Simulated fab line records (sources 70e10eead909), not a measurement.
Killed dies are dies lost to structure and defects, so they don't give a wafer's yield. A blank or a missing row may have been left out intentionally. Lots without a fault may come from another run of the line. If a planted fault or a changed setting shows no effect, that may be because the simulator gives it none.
Matching of chambers | flow nand-harc | NHARC_A_M1_ETCH_35 on rie-diel-13: 4 sister chambers
The step etches the open film in N2/H2, target depth 40 nm, overetch 12 nm, time 43.94 s. 27 wafers are shown with their chamber, then 12 later ones without.

## WAFERS, EACH WITH ITS CHAMBER
wafer  | chamber | rf-vpp-V (V) | oes-product-au (a.u.) | throttle-valve-pct (%)
L074.1 | 3       | 430.5        | 1.001                 | 14.180
L074.2 | 2       | 435.7        | 0.998                 | 14.168
L074.4 | 0       | 431.0        | 0.982                 | 14.181
L075.1 | 2       | 433.9        | 1.016                 | 14.154
L075.4 | 1       | 430.0        | 0.990                 | 14.156
L075.6 | 2       | 434.8        | 1.005                 | 14.159
L076.1 | 3       | 430.9        | 1.005                 | 14.177
L076.4 | 1       | 430.1        | 0.995                 | 14.172
L076.6 | 2       | 433.8        | 1.014                 | 14.188
L078.2 | 2       | 434.4        | 1.001                 | 14.172
L078.4 | 0       | 431.1        | 0.980                 | 14.171
L078.6 | 1       | 428.5        | 0.980                 | 14.161
L080.3 | 2       | 434.1        | 1.017                 | 14.150
L080.4 | 1       | 429.5        | 0.989                 | 14.178
L080.6 | 0       | 433.7        | 0.998                 | 14.175
L082.1 | 3       | 431.3        | 1.001                 | 14.163
L082.5 | 1       | 429.0        | 0.998                 | 14.181
L082.6 | 0       | 432.5        | 0.995                 | 14.178
L087.2 | 1       | 428.7        | 0.989                 | 14.172
L087.5 | 3       | 430.6        | 0.969                 | 14.158
L087.6 | 0       | 431.8        | 0.988                 | 14.166
L090.1 | 2       | 434.3        | 0.993                 | 14.164
L090.2 | 1       | 427.6        | 0.982                 | 14.182
L090.5 | 2       | 433.3        | 1.009                 | 14.167
L089.1 | 0       | 432.6        | 0.984                 | 14.172
L089.4 | 3       | 431.9        | 0.976                 | 14.165
L089.5 | 1       | 427.7        | 0.992                 | 14.172

SIGNATURES (averages over the wafers above)
reading            | chamber 0 | chamber 1 | chamber 2 | chamber 3 | scatter within a chamber
rf-vpp-V           | 432.117   | 428.887   | 434.288   | 431.040   | 0.849
oes-product-au     | 0.98783   | 0.98938   | 1.00662   | 0.99040   | 0.00972
throttle-valve-pct | 14.17383  | 14.17175  | 14.16525  | 14.16860  | 0.00948
Rule: distance of a wafer from a chamber = root of the sum over the readings of ((wafer's reading minus chamber's mean) / reading's scatter) squared. The wafer belongs to the nearest chamber; if the next one is less than 2 further off, it can't be placed. How the scatter is found: for the shown wafers, subtract from each reading the mean of its chamber, square and add these, divide the total by (wafers less chambers), then take the root.

## WAFERS WITH NO CHAMBER GIVEN
wafer  | rf-vpp-V (V) | oes-product-au (a.u.) | throttle-valve-pct (%)
L091.3 | 433.4        | 0.988                 | 14.171
L091.4 | 435.0        | 1.000                 | 14.167
L091.5 | 434.8        | 0.999                 | 14.181
L094.2 | 435.3        | 1.003                 | 14.168
L094.3 | 432.3        | 0.998                 | 14.169
L094.4 | 429.5        | 0.992                 | 14.166
L096.3 | 428.0        | 0.977                 | 14.161
L096.4 | 434.6        | 0.982                 | 14.187
L096.5 | 434.4        | 0.985                 | 14.170
L095.3 | 432.4        | 0.992                 | 14.191
L095.4 | 430.7        | 0.988                 | 14.166
L095.6 | 428.4        | 0.992                 | 14.166

## EACH ONE'S CHAMBER
wafer  | from the rows above          | in truth
L091.3 | can't be placed: 0 or 2 or 3 | 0
L091.4 | 2                            | 2
L091.5 | can't be placed: 2 or 0      | 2
L094.2 | 2                            | 2
L094.3 | can't be placed: 0 or 3 or 2 | 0
L094.4 | can't be placed: 1 or 3      | 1
L096.3 | can't be placed: 1 or 3      | 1
L096.4 | can't be placed: 0 or 2 or 3 | 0
L096.5 | can't be placed: 2 or 0 or 3 | 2
L095.3 | can't be placed: 0 or 3 or 2 | 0
L095.4 | can't be placed: 3 or 0 or 1 | 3
L095.6 | 1                            | 1
3 of 12 placed correctly. Can't be placed from these rows: 9 (the true chamber is among the candidates in 9). Wrongly placed: 0.
